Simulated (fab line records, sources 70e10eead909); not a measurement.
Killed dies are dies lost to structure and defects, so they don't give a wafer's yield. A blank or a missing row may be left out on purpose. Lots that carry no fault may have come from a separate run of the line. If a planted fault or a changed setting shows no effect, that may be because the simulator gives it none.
Comparing a struck lot with a sound one	flow nand_harc	13 steps out of a route of 1302
Sound: these wafers, L808.1, L808.4, L808.5. Struck: wafer L815.4; the same lot's L815.6 was not struck, so it is left out; see the end for the cause.
Per side, at each step with rows, come the tool, then ch with its chambers, and then its first start. Under that, the readings that differ: sound wafers	struck wafers	difference of the means	sigmas: that difference in standard deviations of wafers without a fault.
alike: same words and numbers on both sides, and readings whose means sit less than 2 such deviations apart. not compared: any withheld reading, any reading some wafer has no value for, any bound like >300 that may hide the same value, and any number with overlapping values for which the record gives no deviation.
The two part at a step that has a row with sigmas, a row that says differs or no value, or rows on one side only. Numbers that don't overlap but have no deviation are shown without sigmas and don't part them. A reading that every wafer of one side lacks parts them only if that side has two wafers or more.

NHARC_A_STAIRCASE_TRIM_12: chemistry O2, time 211.2 s.
  sound on rie_diel-07 ch 0,1, day 17 03:25; struck on rie_diel-07 ch 3, day 21 02:45
reading	sound	struck	difference	sigmas
mfc_ar_sccm (sccm)	0.009 0.011 0.011	0.036	+0.026	+3
  alike: drypump_motor_current_A, oes_product_au, rf_vpp_V, showerhead_plenum_p_Torr, throttle_valve_pct
  not compared: rf_hours_counter_h
then, 1 step without rows for these wafers: NHARC_A_STAIRCASE_ETCH_13 (etches the open film in C4F8/O2, target depth 100 nm, time 40.5 s).
NHARC_A_STAIRCASE_TRIM_14: chemistry O2, time 211.2 s.
  sound: rie_diel-07 ch 0,2,3; struck: rie_diel-07 ch 2
  alike: drypump_motor_current_A, mfc_ar_sccm, oes_product_au, rf_vpp_V, showerhead_plenum_p_Torr, throttle_valve_pct
  not compared: rf_hours_counter_h
NHARC_A_STAIRCASE_ETCH_15: etches the open film in C4F8/O2, target depth 100 nm, time 40.5 s.
  sound: rie_diel-07 ch 0,1,2; struck: rie_diel-07 ch 0
reading	sound	struck	difference	sigmas
oes_product_au (a.u.)	0.955 0.947 0.955	0.927	-0.025	-2
  alike: rf_vpp_V
  not compared: rf_hours_counter_h
then, 3 steps without rows for these wafers: NHARC_A_STAIRCASE_TRIM_16 (chemistry O2, time 211.2 s); NHARC_A_STAIRCASE_ETCH_17 (etches the open film in C4F8/O2, target depth 100 nm, time 40.5 s); NHARC_A_STAIRCASE_TRIM_18 (chemistry O2, time 211.2 s).
NHARC_A_STAIRCASE_ETCH_19: etches the open film in C4F8/O2, target depth 100 nm, time 40.5 s.
  sound: rie_diel-07 ch 1,2; struck: rie_diel-07 ch 1
  alike: oes_product_au, rf_vpp_V
  not compared: rf_hours_counter_h
then, 1 step without rows for these wafers: NHARC_A_STAIRCASE_TRIM_20 (chemistry O2, time 211.2 s).
NHARC_A_STAIRCASE_ETCH_21: etches the open film in C4F8/O2, target depth 100 nm, time 40.5 s.
  sound: rie_diel-07 ch 1,2; struck: rie_diel-11 ch 3
reading	sound	struck	difference	sigmas
oes_product_au (a.u.)	0.941 0.944 0.937	0.974	+0.033	+2
  alike: rf_vpp_V
  not compared: rf_hours_counter_h
then, 1 step without rows for these wafers: NHARC_A_STAIRCASE_TRIM_22 (chemistry O2, time 211.2 s).
NHARC_A_STAIRCASE_ETCH_23: etches the open film in C4F8/O2, target depth 100 nm, time 40.5 s.
  sound on rie_diel-07 ch 0,2, day 17 04:55; struck on rie_diel-11 ch 1, day 21 04:11
reading	sound	struck	difference	sigmas
oes_product_au (a.u.)	0.934 0.930 0.929	0.800	-0.131	-9
  alike: rf_vpp_V
  not compared: rf_hours_counter_h
then, 1 step without rows for these wafers: NHARC_A_STAIRCASE_TRIM_24 (chemistry O2, time 211.2 s).

WHERE THEY PART
Earliest at NHARC_A_STAIRCASE_TRIM_12; latest, in this record, at NHARC_A_STAIRCASE_ETCH_23.

WHY: what had been put in by the simulator
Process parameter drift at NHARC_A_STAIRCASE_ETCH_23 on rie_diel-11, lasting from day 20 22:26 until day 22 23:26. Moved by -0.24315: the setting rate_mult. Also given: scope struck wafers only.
